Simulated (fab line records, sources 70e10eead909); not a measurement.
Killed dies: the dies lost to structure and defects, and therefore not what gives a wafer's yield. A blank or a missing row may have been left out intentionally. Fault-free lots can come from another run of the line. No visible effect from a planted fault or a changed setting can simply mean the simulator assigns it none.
fab line records	flow nand-harc
record lots=7	wafers=21	last-day=33
route steps=1302 shown A_CONTACT@1079
lots that met no fault: taken from a fault-free run of the same line
start-h: hours from the record's first day to the start of the lot's first wafer shown	wait-h: how many hours have passed since the lot's step before this one	" as in the row above	L1.1+2: several wafers, shown together as one row	- value missing, or start not given	* or withheld: withheld	< > ~ a bound
route shown NAME@n: names a module that has steps shown in the file, with the first one's number in the route	usual: average and standard deviation across the fault-free wafers	same: alike in all rows	chamber/n: place in a boat	sites: each site's reading	_std_site: the values' standard deviation	_edge_site: mean of outer sites minus mean of inner sites	radius-mm: how far each site lies from the wafer's centre	mask NAME#n: copy n	behind: tool/chamber where the wafer was last shaped	hold: reason for holding the lot/hours on hold/outcome of the hold	device: whichever transistor did not switch (one of n, p or np)	end of line: at the end of the route, the tests of the same wafers	a step given without rows: its recipe and nothing more	killed: not the wafer's yield, but the dies lost to structure and defects at the first sort	map: dies across one wafer; x = killed, . = not, _ = none there
set.NAME: the run value of the setting; set.NAME@STEP: its run value at that earlier step	model.NAME: the simulator's own value behind a step, which no gauge read
lots at selected steps of the route; one table per step, one row per wafer
services: a tool's chamber out of use, with start hour (start-h, from the record's first day; less than 0 if before it), hours out, and reason
## steps
# step NHARC_A_CONTACT_OVL_MEAS_09
# usual overlay-x-nm=-0.1/0.78	overlay-y-nm=0.0/0.72
lot.wafer	tool	chamber	start-h	wait-h	overlay-x-nm	overlay-y-nm
L245.2	overlay-02	-	533.40	-	-0.4	-1.2
L245.3	"	-	"	"	-0.9	-1.2
L245.4	"	-	"	"	-0.4	-1.0
L257.1	overlay-02	-	632.84	-	0.0	0.3
L257.2	"	-	"	"	0.5	-0.1
L257.4	"	-	"	"	0.2	0.1
L259.2	overlay-02	-	654.38	-	-0.9	1.0
L259.3	"	-	"	"	-1.3	0.5
L259.4	"	-	"	"	-1.6	0.5
L260.1	overlay-02	-	655.27	-	-0.9	-0.4
L260.2	"	-	"	"	-0.3	-0.7
L260.6	"	-	"	"	-0.7	-0.4
L264.3	overlay-01	-	698.59	-	-0.5	1.5
L264.5	"	-	"	"	0.0	1.7
L264.6	"	-	"	"	0.1	1.6
L266.1	overlay-02	-	717.10	-	0.3	-0.3
L266.2	"	-	"	"	0.2	-0.4
L266.5	"	-	"	"	0.5	0.6
L267.1	overlay-02	-	738.02	-	-0.8	0.6
L267.2	"	-	"	"	-0.2	0.8
L267.6	"	-	"	"	-0.8	1.1
# step NHARC_A_CONTACT_INSPECT_10
# usual raw-defect-count=78/33
lot.wafer	tool	chamber	start-h	wait-h	raw-defect-count
L245.2	defect-inspect-02	-	533.44	0.0	18
L245.3	"	-	"	"	21
L245.4	"	-	"	"	18
L257.1	defect-inspect-01	-	632.88	0.0	75
L257.2	"	-	"	"	90
L257.4	"	-	"	"	92
L259.2	defect-inspect-02	-	654.42	0.0	103
L259.3	"	-	"	"	84
L259.4	"	-	"	"	97
L260.1	defect-inspect-01	-	655.31	0.0	109
L260.2	"	-	"	"	131
L260.6	"	-	"	"	98
L264.3	defect-inspect-02	-	698.63	0.0	130
L264.5	"	-	"	"	108
L264.6	"	-	"	"	130
L266.1	defect-inspect-02	-	717.14	0.0	63
L266.2	"	-	"	"	63
L266.5	"	-	"	"	53
L267.1	defect-inspect-01	-	738.05	0.0	93
L267.2	"	-	"	"	82
L267.6	"	-	"	"	79
# step NHARC_A_CONTACT_DESCUM_13
# recipe time-s=3	o2-flow-sccm=200	ar-flow-sccm=0	bias-power-w=0	chemistry=O2
# step NHARC_A_CONTACT_ETCH_88
# recipe target-depth-a=390	over-etch-frac=0.3	time-s=65	ion-energy-ev=80	cf4-flow-sccm=150	ar-flow-sccm=0	rf-w=300	bias-w=100	chemistry=CF4
# step NHARC_A_CONTACT_ETCH_89
# recipe target-depth-a=2600	over-etch-frac=0.3	time-s=475.3	ion-energy-ev=200	n2-flow-sccm=150	h2-flow-sccm=150	ar-flow-sccm=0	rf-w=400	bias-w=150	chemistry=N2/H2
# usual bias-w=150.0/0.43	chamber-pressure-mTorr=30.003/0.028	drypump-motor-current-A=5.8/0.45	oes-product-au=1.000/0.011	rf-vpp-V=429.1/2.4	showerhead-plenum-p-Torr=1.99/0.085	throttle-valve-pct=14.170/0.0092
lot.wafer	tool	chamber	start-h	wait-h	bias-w	chamber-pressure-mTorr	drypump-motor-current-A	oes-product-au	rf-hours-counter-h	rf-vpp-V	showerhead-plenum-p-Torr	throttle-valve-pct
L245.3	rie-diel-03	1	-	-	150.2	29.994	5.1	0.988	26	429.4	2.00	14.159
L245.4	"	2	"	"	150.9	30.033	6.3	1.015	23	428.6	1.99	14.170
L245.2	"	3	"	"	149.8	30.020	6.0	0.993	26	431.0	2.03	14.174
L257.2	rie-diel-12	2	-	-	149.4	29.996	6.3	0.998	0	425.4	1.91	14.155
L257.1	"	3	"	"	149.9	29.969	5.7	0.989	0	431.7	2.07	14.172
L257.4	"	0	"	"	150.4	29.951	5.2	1.007	0	428.1	1.91	14.183
L259.2	rie-diel-12	3	-	-	149.9	30.043	5.7	0.987	5	432.8	2.07	14.169
L259.3	"	0	"	"	149.9	30.023	5.2	0.995	5	426.7	1.91	14.180
L259.4	"	3	"	"	149.7	30.042	5.7	0.995	-	430.7	2.07	14.168
L260.2	rie-diel-03	3	-	-	150.1	29.981	6.0	0.978	3	431.8	2.02	14.190
L260.1	"	1	"	"	149.9	30.021	5.1	1.011	4	427.8	1.99	14.149
L260.6	"	0	"	"	149.8	30.010	6.4	1.002	-	434.5	2.22	14.159
L264.3	rie-diel-12	3	-	-	150.2	30.043	5.7	1.001	13	431.5	2.06	14.190
L264.5	"	2	"	"	150.1	29.983	6.3	0.992	-	428.3	1.90	14.172
L264.6	"	3	"	"	149.8	30.013	5.7	0.987	-	430.9	2.06	14.149
L266.1	rie-diel-12	1	-	-	150.0	29.966	5.8	1.004	15	427.8	1.95	14.152
L266.2	"	3	"	"	149.8	29.961	5.7	1.003	16	432.1	2.06	14.164
L266.5	"	0	"	"	149.9	29.993	5.2	1.010	-	427.1	1.90	14.171
L267.1	rie-diel-03	1	-	-	149.9	30.028	5.1	1.015	35	428.6	1.98	14.175
L267.2	"	2	"	"	150.5	30.020	6.2	1.012	35	428.0	1.97	14.174
L267.6	"	0	"	"	150.0	29.953	6.4	1.002	-	433.8	2.21	14.161
# step NHARC_A_CONTACT_ETCH_30
# recipe target-depth-a=726	time-s=36.3	cf4-flow-sccm=100	chf3-flow-sccm=30	ar-flow-sccm=0	rf-w=500	bias-w=200	chemistry=CF4/CHF3
# usual bias-w=199.9/0.58	cf4-flow-sccm=99.96/0.3	chf3-flow-sccm=29.99/0.09	drypump-motor-current-A=5.8/0.44	oes-product-au=0.933/0.018	rf-vpp-V=369.3/2.3	showerhead-plenum-p-Torr=1.54/0.056	throttle-valve-pct=16.802/0.0085
lot.wafer	tool	chamber	start-h	wait-h	bias-w	cf4-flow-sccm	chf3-flow-sccm	drypump-motor-current-A	oes-product-au	rf-hours-counter-h	rf-vpp-V	showerhead-plenum-p-Torr	throttle-valve-pct
L245.2	rie-diel-03	0	-	-	198.2	99.88	29.95	6.4	0.925	28	365.8	1.47	16.805
L245.3	"	1	"	"	199.8	100.43	30.14	5.1	0.932	26	369.6	1.55	16.803
L245.4	"	2	"	"	200.1	100.07	30.13	6.2	0.938	23	369.6	1.54	16.794
L257.2	rie-diel-12	1	-	-	200.1	100.11	29.99	5.8	0.971	0	367.8	1.51	16.814
L257.4	"	2	"	"	200.1	99.75	29.85	6.3	0.969	0	367.6	1.48	16.823
L257.1	"	3	"	"	198.9	100.53	30.07	5.7	0.972	0	370.6	1.59	16.797
L259.2	rie-diel-12	3	-	-	200.6	100.28	29.98	5.7	0.921	5	371.2	1.59	16.795
L259.3	"	1	"	"	199.8	99.44	30.09	5.8	0.934	6	368.5	1.51	16.807
L259.4	"	1	"	"	199.6	99.42	29.97	5.8	0.933	-	367.5	1.51	16.798
L260.2	rie-diel-03	1	-	-	199.6	100.13	29.89	5.1	0.937	4	369.6	1.54	16.805
L260.1	"	2	"	"	199.4	99.38	30.17	6.2	0.931	3	369.1	1.53	16.804
L260.6	"	1	"	"	200.8	99.75	29.90	5.1	0.940	-	369.1	1.54	16.811
L264.3	rie-diel-12	2	-	-	199.5	100.08	30.11	6.3	0.935	12	367.4	1.48	16.794
L264.5	"	1	"	"	200.4	99.97	29.99	5.8	0.920	-	368.7	1.51	16.809
L264.6	"	2	"	"	199.7	100.33	29.97	6.4	0.918	-	368.3	1.48	16.787
L266.1	rie-diel-12	3	-	-	199.2	99.48	30.01	5.7	0.916	16	371.8	1.59	16.804
L266.2	"	1	"	"	199.4	99.50	29.86	5.8	0.933	16	368.1	1.51	16.800
L266.5	"	0	"	"	199.9	99.71	29.92	5.2	0.944	-	368.9	1.48	16.803
L267.2	rie-diel-03	3	-	-	201.0	99.78	30.03	6.0	0.919	39	370.2	1.55	16.807
L267.1	"	0	"	"	199.1	99.72	30.08	6.4	0.927	20	376.4	1.69	16.804
L267.6	"	0	"	"	200.1	99.93	30.04	6.4	0.925	-	375.4	1.70	16.802
# step NHARC_A_CONTACT_ETCH_31
# recipe target-depth-a=28000	over-etch-frac=0.3	time-s=728	ion-energy-ev=150	o2-flow-sccm=400	cos-flow-sccm=20	ar-flow-sccm=0	rf-w=500	bias-w=300	chemistry=O2/COS
# usual bias-w=299.9/0.84	chamber-pressure-mTorr=20.000/0.017	drypump-motor-current-A=5.8/0.44	oes-product-au=1.000/0.011	rf-vpp-V=313.0/1.9	showerhead-plenum-p-Torr=3.05/0.11	throttle-valve-pct=28.329/0.0085
lot.wafer	tool	chamber	start-h	wait-h	bias-w	chamber-pressure-mTorr	drypump-motor-current-A	oes-product-au	rf-hours-counter-h	rf-vpp-V	showerhead-plenum-p-Torr	throttle-valve-pct
L245.2	rie-diel-03	1	-	-	298.4	20.011	5.1	1.001	26	313.4	3.07	28.322
L245.3	"	2	"	"	300.0	20.030	6.2	1.018	23	311.5	3.06	28.319
L245.4	"	0	"	"	299.4	20.011	6.4	1.020	29	310.3	2.91	28.332
L257.1	rie-diel-12	0	-	-	299.3	19.978	5.2	1.000	0	311.0	2.94	28.333
L257.4	"	1	"	"	300.2	20.002	5.8	1.014	0	312.0	3.00	28.315
L257.2	"	2	"	"	300.4	20.000	6.3	0.993	0	312.3	2.93	28.320
L259.2	rie-diel-12	3	-	-	300.5	20.023	5.7	1.001	5	313.6	3.16	28.342
L259.3	"	0	"	"	299.6	19.989	5.2	1.011	6	310.4	2.94	28.336
L259.4	"	1	"	"	298.9	20.004	5.8	1.000	-	311.9	2.99	28.331
L260.2	rie-diel-03	3	-	-	300.8	20.003	6.0	0.973	4	314.2	3.10	28.318
L260.1	"	1	"	"	299.2	19.998	5.1	0.998	4	312.4	3.05	28.329
L260.6	"	3	"	"	300.0	20.012	6.0	0.983	-	313.3	3.10	28.333
L264.3	rie-diel-12	2	-	-	300.3	20.018	6.4	0.981	12	310.2	2.93	28.335
L264.5	"	1	"	"	301.1	19.990	5.8	0.994	-	311.3	2.99	28.333
L264.6	"	2	"	"	298.9	19.984	6.4	0.987	-	311.0	2.93	28.343
L266.2	rie-diel-12	0	-	-	300.0	19.999	5.2	1.011	17	311.0	2.93	28.321
L266.1	"	1	"	"	300.2	19.976	5.9	1.013	16	310.8	2.99	28.341
L266.5	"	3	"	"	300.1	20.009	5.7	0.992	-	316.0	3.15	28.353
L267.1	rie-diel-03	0	-	-	300.1	20.042	6.4	1.008	21	317.6	3.36	28.319
L267.2	"	1	"	"	300.3	20.018	5.1	1.002	36	312.7	3.04	28.344
L267.6	"	0	"	"	301.3	19.993	6.4	1.010	-	317.4	3.36	28.333
# step NHARC_A_CONTACT_ETCH_134
# recipe source-w=withheld	pressure-mtorr=20	bias-v=withheld	time-s=140	target-depth-a=7000	ar-flow-sccm=withheld	c4f8-flow-sccm=withheld	o2-flow-sccm=withheld	chemistry=C4F8/O2/Ar
# step NHARC_A_CONTACT_ETCH_135
# recipe source-w=withheld	pressure-mtorr=20	bias-v=1200	time-s=311	target-depth-a=19120	ar-flow-sccm=withheld	c4f8-flow-sccm=withheld	o2-flow-sccm=withheld	chemistry=C4F8/O2/Ar
# usual chamber-pressure-mTorr=19.999/0.017	oes-air-line-au=1.003/0.019
lot.wafer	tool	chamber	start-h	wait-h	chamber-pressure-mTorr	oes-air-line-au	rf-hours-counter-h
L245.2	har-cap-etch-03	1	534.86	0.2	19.991	0.978	46
L245.3	"	0	"	"	19.997	1.008	-
L245.4	"	1	"	"	20.027	0.973	-
L257.1	har-cap-etch-01	0	634.27	0.2	19.993	1.013	21
L257.2	"	1	"	"	20.014	1.024	21
L257.4	"	0	"	"	20.026	1.014	-
L259.2	har-cap-etch-02	0	656.07	0.2	20.020	0.982	111
L259.4	"	0	"	"	19.994	1.012	-
L259.3	"	1	"	"	19.981	0.986	-
L260.1	har-cap-etch-03	0	656.88	0.2	19.998	0.965	69
L260.2	"	1	"	"	20.020	1.034	69
L260.6	"	0	"	"	19.999	0.938	-
L264.3	har-cap-etch-02	0	700.10	0.2	20.006	0.969	-
L264.5	"	0	"	"	20.011	0.997	-
L264.6	"	1	"	"	19.994	0.975	-
L266.2	har-cap-etch-01	1	718.81	0.2	19.970	1.043	38
L266.1	"	0	"	"	20.013	1.024	38
L266.5	"	0	"	"	20.003	1.028	-
L267.1	har-cap-etch-02	1	739.59	0.2	20.008	1.027	127
L267.2	"	0	"	"	20.025	0.990	127
L267.6	"	1	"	"	20.005	1.025	-
# step NHARC_A_CONTACT_ETCH_136
# recipe source-w=withheld	pressure-mtorr=20	bias-v=1200	time-s=311	target-depth-a=19120	ar-flow-sccm=withheld	c4f8-flow-sccm=withheld	o2-flow-sccm=withheld	chemistry=C4F8/O2/Ar
# step NHARC_A_CONTACT_ETCH_137
# recipe source-w=withheld	pressure-mtorr=20	bias-v=1200	time-s=311	target-depth-a=19120	ar-flow-sccm=withheld	c4f8-flow-sccm=withheld	o2-flow-sccm=withheld	chemistry=C4F8/O2/Ar
# step NHARC_A_CONTACT_ETCH_138
# recipe source-w=withheld	pressure-mtorr=20	bias-v=1200	time-s=311	target-depth-a=19140	ar-flow-sccm=withheld	c4f8-flow-sccm=withheld	o2-flow-sccm=withheld	chemistry=C4F8/O2/Ar
# step NHARC_A_CONTACT_ETCH_139
# recipe source-w=withheld	pressure-mtorr=20	bias-v=400	time-s=195	target-depth-a=8400	ar-flow-sccm=withheld	c4f8-flow-sccm=11.5	o2-flow-sccm=7.2	chemistry=C4F8/O2/Ar
# usual chamber-pressure-mTorr=20.002/0.018	oes-air-line-au=0.996/0.021
lot.wafer	tool	chamber	start-h	wait-h	chamber-pressure-mTorr	oes-air-line-au	rf-hours-counter-h
L245.2	har-cap-etch-03	1	535.96	0.2	19.972	1.002	47
L245.3	"	0	"	"	19.989	1.039	-
L245.4	"	1	"	"	19.970	1.000	-
L257.1	har-cap-etch-01	0	635.36	0.2	-	-	-
L257.2	"	1	"	"	-	-	-
L257.4	"	0	"	"	-	-	-
L259.2	har-cap-etch-02	0	657.52	0.3	-	-	-
L259.4	"	0	"	"	-	-	-
L259.3	"	1	"	"	-	-	-
L260.1	har-cap-etch-03	0	657.96	0.2	-	-	-
L260.2	"	1	"	"	-	-	-
L260.6	"	0	"	"	-	-	-
L264.3	har-cap-etch-02	0	701.19	0.2	20.029	0.987	-
L264.5	"	0	"	"	20.026	0.996	-
L264.6	"	1	"	"	19.972	1.011	-
L266.2	har-cap-etch-01	1	720.37	0.4	19.978	1.020	39
L266.1	"	0	"	"	20.017	1.023	39
L266.5	"	0	"	"	19.989	1.019	-
L267.1	har-cap-etch-02	1	740.68	0.2	20.011	0.974	128
L267.2	"	0	"	"	19.985	0.980	128
L267.6	"	1	"	"	20.003	0.998	-
# step NHARC_A_CONTACT_ETCH_92
# recipe target-depth-a=400	over-etch-frac=0.5	time-s=85.7	ion-energy-ev=120	ch3f-flow-sccm=50	o2-flow-sccm=30	ar-flow-sccm=200	rf-w=500	bias-w=100	chemistry=CH3F/O2
# usual bias-w=100.00/0.27	ch3f-flow-sccm=49.99/0.15	drypump-motor-current-A=5.8/0.44	oes-product-au=0.945/0.03	rf-vpp-V=243.4/1.6	showerhead-plenum-p-Torr=2.39/0.089	throttle-valve-pct=20.662/0.0092
lot.wafer	tool	chamber	start-h	wait-h	bias-w	ch3f-flow-sccm	drypump-motor-current-A	oes-product-au	rf-hours-counter-h	rf-vpp-V	showerhead-plenum-p-Torr	throttle-valve-pct
L245.2	rie-diel-03	2	536.49	0.5	100.40	49.91	6.3	0.931	24	243.5	2.40	20.653
L245.3	"	3	"	"	100.20	49.84	6.0	0.932	27	245.7	2.45	20.665
L245.4	"	0	"	"	100.41	49.69	6.4	0.947	29	242.2	2.29	20.666
L257.4	rie-diel-12	2	635.91	0.4	99.73	50.09	6.3	0.969	1	242.1	2.31	20.666
L257.1	"	0	"	"	99.86	50.09	5.2	0.960	1	242.5	2.31	20.634
L257.2	"	1	"	"	99.94	50.03	5.8	0.971	0	243.8	2.36	20.654
L259.2	rie-diel-03	2	658.09	0.5	100.15	50.17	6.2	0.926	4	243.9	2.39	20.670
L259.3	"	3	"	"	100.41	49.99	6.0	0.909	4	244.7	2.44	20.659
L259.4	"	0	"	"	99.71	49.92	6.4	0.927	5	246.2	2.66	20.662
L260.2	rie-diel-12	0	658.54	0.5	99.78	49.87	5.2	0.929	6	241.9	2.31	20.654
L260.1	"	1	"	"	100.14	49.81	5.8	0.921	6	243.4	2.36	20.659
L260.6	"	2	"	"	99.83	49.77	6.3	0.922	-	242.2	2.31	20.662
L264.3	rie-diel-12	3	701.68	0.4	99.47	50.11	5.7	0.934	13	243.7	2.49	20.649
L264.6	"	1	"	"	99.98	49.89	5.8	0.938	-	242.9	2.35	20.668
L264.5	"	2	"	"	100.09	50.07	6.3	0.934	-	242.0	2.30	20.667
L266.1	rie-diel-12	1	721.16	0.6	100.58	50.14	5.8	0.928	16	243.8	2.35	20.668
L266.2	"	2	"	"	99.55	50.14	6.4	0.918	14	241.9	2.30	20.670
L266.5	"	1	"	"	99.79	50.15	5.8	0.936	-	242.6	2.35	20.665
L267.1	rie-diel-12	0	741.24	0.5	100.03	50.04	5.2	0.932	21	243.4	2.30	20.663
L267.2	"	3	"	"	99.59	49.62	5.7	0.927	20	243.9	2.48	20.668
L267.6	"	1	"	"	99.68	50.02	5.8	0.928	-	242.4	2.35	20.670
## services
tool	chamber	start-h	hours	kind
rie-diel-12	0	527.96	-	clean
rie-diel-12	1	527.96	-	clean
rie-diel-12	2	527.96	-	clean
rie-diel-12	3	527.96	-	clean
rie-diel-03	3	543.77	2.2	repair
rie-diel-03	3	547.88	7.5	repair
rie-diel-12	0	552.46	-	clean
rie-diel-12	1	552.46	-	clean
rie-diel-12	2	552.46	-	clean
rie-diel-12	3	552.46	-	clean
rie-diel-03	2	570.41	4.8	repair
rie-diel-12	0	576.96	-	clean
rie-diel-12	1	576.96	-	clean
rie-diel-12	2	576.96	-	clean
rie-diel-12	3	576.96	-	clean
rie-diel-12	0	601.87	-	clean
rie-diel-12	1	601.87	-	clean
rie-diel-12	2	601.87	-	clean
rie-diel-12	3	601.87	-	clean
rie-diel-12	-	622.40	9.0	pm
rie-diel-12	0	622.40	9.0	vent-cycle
rie-diel-03	-	635.53	9.0	pm
rie-diel-03	0	663.50	44.1	repair
rie-diel-12	2	715.95	3.5	repair
## key
first-sign step=NHARC_A_CONTACT_ETCH_139	reading=tool-record	direction=missing
effect none on later readings
met-at NHARC_A_CONTACT_ETCH_139
struck-wafers L257.1,L257.2,L257.4,L259.2,L259.3,L259.4,L260.1,L260.2,L260.6
later-rows-left-out L257.1,L257.2,L257.4,L259.2,L259.3,L259.4,L260.1,L260.2,L260.6
sort-left-out L257.1,L257.2,L257.4,L259.2,L259.3,L259.4,L260.1,L260.2,L260.6
tester-left-out L257,L259,L260
onset-between 535.96 635.36
fault kind=skipped-step-whole	tool=har-cap-etch-01,har-cap-etch-02,har-cap-etch-03	chamber=-	onset-h=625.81	steps=NHARC_A_CONTACT_ETCH_139	scope=struck-lots-only
# tester-left-out: of these lots the tester's yield and bins aren't shown, on N5 and GAA mostly nor the transistor test; their killed dies are dies lost to structure and defects alone, not to doping, threshold or leakage, so they don't give the yield
# sort-left-out: the simulated sort isn't trusted on such a fault, so these wafers' sort isn't shown, and their yield isn't known
# later-rows-left-out: the simulator's readings of these wafers behind a module that went badly wrong aren't trusted and aren't shown, but for the sort
